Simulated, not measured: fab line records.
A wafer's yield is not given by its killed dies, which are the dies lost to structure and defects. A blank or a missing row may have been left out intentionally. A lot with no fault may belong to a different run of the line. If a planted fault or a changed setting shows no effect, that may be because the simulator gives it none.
Which tool is to blame? :: flow n5_finfet :: Sampling: 10 lots, 29 wafers, 5 of 1938 route steps

WHAT THE GAUGES READ, wafer by wafer
N5_BEOL_M4_RC_MEAS_101. Usual: DIBL_N 36.3 mV/V, standard deviation 1.7; DIBL_P 36.5 mV/V, standard deviation 1.8; IOFF_N 0.16 nA/um, standard deviation 0.033; IOFF_P 0.21 nA/um, standard deviation 0.037; ION_N 675 uA/um, standard deviation 11; ION_P 462 uA/um, standard deviation 7.9; SS_N 71.6 mV/dec, standard deviation 0.64; SS_P 73.3 mV/dec, standard deviation 0.68; VT_N 249 mV, standard deviation 3.3; VT_P -250 mV, standard deviation 3.3.
lot: L578
measured: day 8 11:33
on: prober-02
DIBL_N (mV/V): 33.6 36.4 35.8
DIBL_P (mV/V): 34.1 37.0 36.4
IOFF_N (nA/um): 0.14 0.18 0.17
IOFF_P (nA/um): 0.21 0.25 0.24
ION_N (uA/um): 673 679 676
ION_P (uA/um): 467 468 467
SS_N (mV/dec): 71.1 72.3 71.8
SS_P (mV/dec): 73.2 73.4 73.1
VT_N (mV): 248 250 249
VT_P (mV): -248 -249 -246
flag: 

lot: L579
measured: day 8 07:23
on: prober-01
DIBL_N (mV/V): 37.0 35.9 36.4
DIBL_P (mV/V): 37.9 36.4 36.4
IOFF_N (nA/um): 0.16 0.14 0.14
IOFF_P (nA/um): 0.23 0.22 0.21
ION_N (uA/um): 674 669 675
ION_P (uA/um): 464 461 471
SS_N (mV/dec): 71.5 71.1 71.3
SS_P (mV/dec): 73.7 73.5 73.1
VT_N (mV): 249 251 251
VT_P (mV): -251 -250 -250
flag: 

lot: L583
measured: day 9 10:17
on: prober-01
DIBL_N (mV/V): 37.3 36.6 37.0
DIBL_P (mV/V): 38.4 36.7 37.8
IOFF_N (nA/um): 0.18 0.17 0.17
IOFF_P (nA/um): 0.24 0.22 0.24
ION_N (uA/um): 680 688 676
ION_P (uA/um): 466 459 465
SS_N (mV/dec): 72.3 71.7 72.3
SS_P (mV/dec): 72.8 72.8 73.0
VT_N (mV): 247 250 249
VT_P (mV): -251 -253 -248
flag: 

lot: L585
measured: day 9 15:35
on: prober-02
DIBL_N (mV/V): 37.4 35.1 32.3
DIBL_P (mV/V): 38.4 34.8 33.3
IOFF_N (nA/um): 0.18 0.14 0.11
IOFF_P (nA/um): 0.24 0.18 0.16
ION_N (uA/um): 660 658 657
ION_P (uA/um): 460 445 457
SS_N (mV/dec): 72.2 71.9 70.5
SS_P (mV/dec): 73.5 72.8 72.1
VT_N (mV): 251 254 255
VT_P (mV): -247 -251 -254
flag: 

lot: L586
measured: day 10 07:46
on: prober-02
DIBL_N (mV/V): 34.4 35.1
DIBL_P (mV/V): 34.8 36.4
IOFF_N (nA/um): 0.11 0.13
IOFF_P (nA/um): 0.16 0.19
ION_N (uA/um): 662 672
ION_P (uA/um): 448 463
SS_N (mV/dec): 70.0 70.9
SS_P (mV/dec): 72.8 74.2
VT_N (mV): 253 251
VT_P (mV): -257 -253
flag: 

lot: L592
measured: day 11 16:40
on: prober-02
DIBL_N (mV/V): 37.0 38.1 39.1
DIBL_P (mV/V): 36.3 37.1 38.9
IOFF_N (nA/um): 0.17 0.19 0.21
IOFF_P (nA/um): 0.24 0.24 0.27
ION_N (uA/um): 677 675 686
ION_P (uA/um): 463 462 465
SS_N (mV/dec): 71.6 72.2 72.7
SS_P (mV/dec): 73.4 73.7 73.8
VT_N (mV): 249 248 248
VT_P (mV): -248 -246 -248
flag: 

lot: L597
measured: day 13 00:05
on: prober-02
DIBL_N (mV/V): 33.4 35.3 34.3
DIBL_P (mV/V): 33.1 34.8 33.9
IOFF_N (nA/um): 0.13 0.16 0.14
IOFF_P (nA/um): 0.17 0.19 0.18
ION_N (uA/um): 682 677 672
ION_P (uA/um): 465 462 459
SS_N (mV/dec): 71.4 71.3 71.9
SS_P (mV/dec): 72.7 73.6 73.2
VT_N (mV): 251 247 250
VT_P (mV): -254 -251 -252
flag: 

lot: L598
measured: day 13 03:38
on: prober-02
DIBL_N (mV/V): 40.0 38.2 37.6
DIBL_P (mV/V): 40.9 38.7 37.9
IOFF_N (nA/um): 0.28 0.23 0.21
IOFF_P (nA/um): 0.27 0.24 0.22
ION_N (uA/um): 717 695 687
ION_P (uA/um): 475 461 459
SS_N (mV/dec): 72.9 73.1 71.7
SS_P (mV/dec): 74.6 74.5 73.4
VT_N (mV): 241 242 245
VT_P (mV): -250 -249 -251
flag: 

lot: L599
measured: day 13 10:11
on: prober-02
DIBL_N (mV/V): 36.2 37.3 37.5
DIBL_P (mV/V): 35.1 36.3 37.0
IOFF_N (nA/um): 0.14 0.16 0.16
IOFF_P (nA/um): 0.17 0.18 0.20
ION_N (uA/um): 662 677 673
ION_P (uA/um): 447 458 458
SS_N (mV/dec): 71.2 72.1 71.5
SS_P (mV/dec): 73.8 73.9 74.2
VT_N (mV): 253 249 247
VT_P (mV): -251 -254 -253
flag: 

lot: L600
measured: day 13 10:06
on: prober-01
DIBL_N (mV/V): 33.2 36.3 36.8
DIBL_P (mV/V): 33.6 37.7 38.6
IOFF_N (nA/um): 0.12 0.18 0.19
IOFF_P (nA/um): 0.16 0.21 0.22
ION_N (uA/um): 669 678 677
ION_P (uA/um): 452 461 458
SS_N (mV/dec): 71.2 71.9 72.1
SS_P (mV/dec): 72.4 74.4 74.3
VT_N (mV): 252 248 246
VT_P (mV): -256 -250 -253
flag: 

EACH LOT AND THE TOOL THAT RAN IT (in order: tool; ch and the chambers of the sampled wafers; start)
lot: L578
N5_BEOL_M3_STRIP_19: rie_diel-02 ch 1,2, day 7 12:32
N5_BEOL_M3_CVD_47: cvd_co-02 ch 0,1, day 7 20:56
N5_BEOL_M3_SPUTTER_88: pvd_sputter-03, day 7 22:08
N5_BEOL_M3_ANNEAL_93: pvd_sputter-03, day 7 22:39

lot: L579
N5_BEOL_M3_STRIP_19: rie_diel-02 ch 0,1,2, day 7 13:12
N5_BEOL_M3_CVD_47: cvd_co-01 ch 0,1, day 7 19:01
N5_BEOL_M3_SPUTTER_88: pvd_sputter-03, day 7 20:17
N5_BEOL_M3_ANNEAL_93: pvd_sputter-03, day 7 20:49

lot: L583
N5_BEOL_M3_STRIP_19: rie_diel-04 ch 0,3, day 8 14:08
N5_BEOL_M3_CVD_47: cvd_co-01 ch 0,2, day 8 18:55
N5_BEOL_M3_SPUTTER_88: pvd_sputter-02, day 8 19:58
N5_BEOL_M3_ANNEAL_93: pvd_sputter-02, day 8 20:29

lot: L585
N5_BEOL_M3_STRIP_19: rie_diel-05 ch 0,1,3, day 8 22:19
N5_BEOL_M3_CVD_47: cvd_co-01 ch 1,2, day 9 03:19
N5_BEOL_M3_SPUTTER_88: pvd_sputter-02, day 9 05:50
N5_BEOL_M3_ANNEAL_93: pvd_sputter-02, day 9 06:21

lot: L586
N5_BEOL_M3_STRIP_19: rie_diel-05 ch 3, day 9 11:34
N5_BEOL_M3_CVD_47: cvd_co-01 ch 0,2, day 9 13:37
N5_BEOL_M3_SPUTTER_88: pvd_sputter-02, day 9 14:54
N5_BEOL_M3_ANNEAL_93: pvd_sputter-02, day 9 19:55

lot: L592
N5_BEOL_M3_STRIP_19: rie_diel-04 ch 0,3, day 10 19:34
N5_BEOL_M3_CVD_47: cvd_co-02 ch 1,2, day 11 03:23
N5_BEOL_M3_SPUTTER_88: pvd_sputter-03, day 11 04:29
N5_BEOL_M3_ANNEAL_93: pvd_sputter-03, day 11 05:00

lot: L597
N5_BEOL_M3_STRIP_19: rie_diel-02 ch 0,1,2, day 12 00:32
N5_BEOL_M3_CVD_47: cvd_co-02 ch 0,1,2, day 12 10:17
N5_BEOL_M3_SPUTTER_88: pvd_sputter-01, day 12 12:25
N5_BEOL_M3_ANNEAL_93: pvd_sputter-01, day 12 12:56

lot: L598
N5_BEOL_M3_STRIP_19: rie_diel-05 ch 1,2, day 12 02:17
N5_BEOL_M3_CVD_47: cvd_co-01 ch 0,1, day 12 15:42
N5_BEOL_M3_SPUTTER_88: pvd_sputter-01, day 12 18:10
N5_BEOL_M3_ANNEAL_93: pvd_sputter-01, day 12 18:41

lot: L599
N5_BEOL_M3_STRIP_19: rie_diel-02 ch 0,1,2, day 12 11:20
N5_BEOL_M3_CVD_47: cvd_co-02 ch 0,1, day 12 20:14
N5_BEOL_M3_SPUTTER_88: pvd_sputter-01, day 12 21:20
N5_BEOL_M3_ANNEAL_93: pvd_sputter-01, day 12 21:52

lot: L600
N5_BEOL_M3_STRIP_19: rie_diel-02 ch 1,2, day 12 15:39
N5_BEOL_M3_CVD_47: cvd_co-02 ch 0,1,2, day 12 22:23
N5_BEOL_M3_SPUTTER_88: pvd_sputter-01, day 12 23:28
N5_BEOL_M3_ANNEAL_93: pvd_sputter-01, day 12 23:59
- N5_BEOL_M3_STRIP_19: strips in O2.
- N5_BEOL_M3_CVD_47: deposits Co from CCTBA/H2, target thk 3 nm, time 223.8 s.
- N5_BEOL_M3_SPUTTER_88: material Cu, target thk 4.5 nm, time 8.29 s.
- N5_BEOL_M3_ANNEAL_93: time 240 s.

WHAT THE TOOLS THEMSELVES READ (means of the sampled wafers that have a number; where no wafer has one, the mark that the record gives instead)
N5_BEOL_M3_STRIP_19. Usual: drypump_motor_current_A 5.8 A, standard deviation 0.43; oes_product_au 0.76 a.u., standard deviation 0.074; rf_vpp_V 3.7 V, standard deviation 0.48; showerhead_plenum_p_Torr 2.09 Torr, standard deviation 0.063; throttle_valve_pct 16.76 %, standard deviation 0.2.
lot: L578
tool: rie_diel-02
drypump_motor_current_A (A): 6.1
oes_product_au (a.u.): 0.76
rf_vpp_V (V): 3.5
showerhead_plenum_p_Torr (Torr): 2.08
throttle_valve_pct (%): 16.93
flag: 

lot: L579
tool: rie_diel-02
drypump_motor_current_A (A): 6.0
oes_product_au (a.u.): 0.75
rf_vpp_V (V): 3.3
showerhead_plenum_p_Torr (Torr): 2.10
throttle_valve_pct (%): 16.91
flag: 

lot: L583
tool: rie_diel-04
drypump_motor_current_A (A): 5.2
oes_product_au (a.u.): 0.71
rf_vpp_V (V): 3.8
showerhead_plenum_p_Torr (Torr): 2.01
throttle_valve_pct (%): 16.70
flag: 

lot: L585
tool: rie_diel-05
drypump_motor_current_A (A): 6.2
oes_product_au (a.u.): 0.77
rf_vpp_V (V): 3.7
showerhead_plenum_p_Torr (Torr): 2.11
throttle_valve_pct (%): 16.73
flag: 

lot: L586
tool: rie_diel-05
drypump_motor_current_A (A): 6.1
oes_product_au (a.u.): 0.79
rf_vpp_V (V): 3.8
showerhead_plenum_p_Torr (Torr): 2.04
throttle_valve_pct (%): 16.71
flag: 

lot: L592
tool: rie_diel-04
drypump_motor_current_A (A): 5.2
oes_product_au (a.u.): 0.88
rf_vpp_V (V): 3.9
showerhead_plenum_p_Torr (Torr): 2.05
throttle_valve_pct (%): 16.35
flag: 

lot: L597
tool: rie_diel-02
drypump_motor_current_A (A): 6.0
oes_product_au (a.u.): 0.72
rf_vpp_V (V): 3.6
showerhead_plenum_p_Torr (Torr): 2.09
throttle_valve_pct (%): 16.96
flag: 

lot: L598
tool: rie_diel-05
drypump_motor_current_A (A): 5.6
oes_product_au (a.u.): 0.68
rf_vpp_V (V): 3.8
showerhead_plenum_p_Torr (Torr): 2.17
throttle_valve_pct (%): 16.69
flag: 

lot: L599
tool: rie_diel-02
drypump_motor_current_A (A): 6.0
oes_product_au (a.u.): 0.72
rf_vpp_V (V): 3.9
showerhead_plenum_p_Torr (Torr): 2.09
throttle_valve_pct (%): 16.98
flag: 

lot: L600
tool: rie_diel-02
drypump_motor_current_A (A): 6.2
oes_product_au (a.u.): 0.72
rf_vpp_V (V): 3.7
showerhead_plenum_p_Torr (Torr): 2.12
throttle_valve_pct (%): 16.94
flag: 

N5_BEOL_M3_CVD_47. Usual: run_length_s 246.6 s, standard deviation 0.39.
lot: L578
tool: cvd_co-02
run_length_s (s): 246.5
flag: 

lot: L579
tool: cvd_co-01
run_length_s (s): 247.1
flag: 

lot: L583
tool: cvd_co-01
run_length_s (s): 228.1
flag: OFF

lot: L585
tool: cvd_co-01
run_length_s (s): 228.2
flag: OFF

lot: L586
tool: cvd_co-01
run_length_s (s): 218.4
flag: OFF

lot: L592
tool: cvd_co-02
run_length_s (s): 246.4
flag: 

lot: L597
tool: cvd_co-02
run_length_s (s): 246.4
flag: 

lot: L598
tool: cvd_co-01
run_length_s (s): 246.7
flag: 

lot: L599
tool: cvd_co-02
run_length_s (s): 246.7
flag: 

lot: L600
tool: cvd_co-02
run_length_s (s): 246.4
flag: 

N5_BEOL_M3_SPUTTER_88. Usual: throttle_valve_pct 30.6 %, standard deviation 0.82.
lot: L578
tool: pvd_sputter-03
throttle_valve_pct (%): 30.1
flag: 

lot: L579
tool: pvd_sputter-03
throttle_valve_pct (%): 30.2
flag: 

lot: L583
tool: pvd_sputter-02
throttle_valve_pct (%): 30.3
flag: 

lot: L585
tool: pvd_sputter-02
throttle_valve_pct (%): 29.8
flag: 

lot: L586
tool: pvd_sputter-02
throttle_valve_pct (%): 30.4
flag: 

lot: L592
tool: pvd_sputter-03
throttle_valve_pct (%): 30.1
flag: 

lot: L597
tool: pvd_sputter-01
throttle_valve_pct (%): 31.2
flag: 

lot: L598
tool: pvd_sputter-01
throttle_valve_pct (%): 31.0
flag: 

lot: L599
tool: pvd_sputter-01
throttle_valve_pct (%): 31.3
flag: 

lot: L600
tool: pvd_sputter-01
throttle_valve_pct (%): 30.5
flag: 

N5_BEOL_M3_ANNEAL_93. Usual: heater_power_w 885 W, standard deviation 130.
lot: L578
tool: pvd_sputter-03
heater_power_w (W): 941
flag: 

lot: L579
tool: pvd_sputter-03
heater_power_w (W): 820
flag: 

lot: L583
tool: pvd_sputter-02
heater_power_w (W): 881
flag: 

lot: L585
tool: pvd_sputter-02
heater_power_w (W): 947
flag: 

lot: L586
tool: pvd_sputter-02
heater_power_w (W): 1024
flag: 

lot: L592
tool: pvd_sputter-03
heater_power_w (W): 861
flag: 

lot: L597
tool: pvd_sputter-01
heater_power_w (W): 909
flag: 

lot: L598
tool: pvd_sputter-01
heater_power_w (W): 1004
flag: 

lot: L599
tool: pvd_sputter-01
heater_power_w (W): 905
flag: 

lot: L600
tool: pvd_sputter-01
heater_power_w (W): 867
flag: 

THE ANSWER, worked out from the rows above alone
Rule: lot off if the mean of its wafers having a number is beyond 3 standard deviations from the usual mean. A lot without any number at a reading at which 4 lots or more have one is off too. Where the step has rows for the other lots, those lots are counted as sound. Order of review: gauges by route order, followed by the tools' own readings, for which a lot's mean as printed above is used. The first step at which some lot is off is used, and at that step the reading that is off furthest; a lot without a number counts as furthest.
Off, at N5_BEOL_M3_CVD_47 on run_length_s: L583, L585, L586.
A tool fits if, at that step or a process step before it, it ran every lot that is off, and no sound lot after the first of them. Not one of the candidates tried fits.

WHAT THE SIMULATOR PUT IN
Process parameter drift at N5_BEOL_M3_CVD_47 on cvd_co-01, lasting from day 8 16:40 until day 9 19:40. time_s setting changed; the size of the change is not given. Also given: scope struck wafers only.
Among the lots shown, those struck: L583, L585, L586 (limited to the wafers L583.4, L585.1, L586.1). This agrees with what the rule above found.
